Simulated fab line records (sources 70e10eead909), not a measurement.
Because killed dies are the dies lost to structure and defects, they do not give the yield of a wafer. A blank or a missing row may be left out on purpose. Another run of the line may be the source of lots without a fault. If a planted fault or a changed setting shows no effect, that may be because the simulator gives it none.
Matching of chambers	flow nand_harc	4 sister chambers for NHARC_A_STAIRCASE_TRIM_12 on rie_diel-02
The step chemistry O2, time 211.2 s. 14 wafers are shown with their chamber, then 7 later ones without.

EACH WAFER AND ITS CHAMBER
wafer	chamber	showerhead_plenum_p_Torr (Torr)	drypump_motor_current_A (A)	oes_product_au (a.u.)
L079.1	0	3.35	6.3	1.006
L079.3	1	3.66	5.1	0.983
L079.6	0	3.35	6.3	1.010
L082.3	0	3.34	6.3	0.996
L082.4	1	3.66	5.2	0.986
L082.6	1	3.66	5.2	0.992
L086.2	3	3.55	5.7	0.989
L086.3	0	3.34	6.3	0.992
L086.6	3	3.55	5.7	0.982
L087.3	3	3.54	5.7	0.985
L087.4	2	3.79	5.7	1.013
L087.6	2	3.79	5.6	1.010
L089.1	3	3.54	5.7	0.999
L089.4	1	3.65	5.1	0.995

SIGNATURES (means of the wafers above)
reading	chamber 0	chamber 1	chamber 2	chamber 3	scatter within a chamber
showerhead_plenum_p_Torr	3.3450	3.6575	3.7900	3.5450	0.00524
drypump_motor_current_A	6.300	5.150	5.650	5.700	0.0387
oes_product_au	1.00100	0.98900	1.01150	0.98875	0.00686
Rule: a wafer's distance from a chamber is the root of the sum, over the readings, of the square of ((its reading less the chamber's mean) divided by the reading's scatter). The wafer belongs to the nearest chamber; if the next one is less than 2 further off, it can't be placed. The scatter is the square root of a quotient: the sum, over the shown wafers, of each reading's squared deviation from its chamber's mean, divided by wafers minus chambers.

WAFERS WHOSE CHAMBER IS MISSING
wafer	showerhead_plenum_p_Torr (Torr)	drypump_motor_current_A (A)	oes_product_au (a.u.)
L089.6	3.54	5.7	0.986
L091.2	3.54	5.7	0.995
L091.3	3.65	5.2	0.985
L091.6	3.65	5.1	0.981
L092.4	3.78	5.6	1.001
L092.5	3.33	6.3	1.004
L092.6	3.64	5.2	0.992

WHICH CHAMBER EACH WENT THROUGH
wafer	from the rows above	in truth
L089.6	3	3
L091.2	3	3
L091.3	1	1
L091.6	1	1
L092.4	2	2
L092.5	0	0
L092.6	1	1
Placed correctly: 7 of 7. Can't be placed from these rows: 0. Placed wrongly: 0.
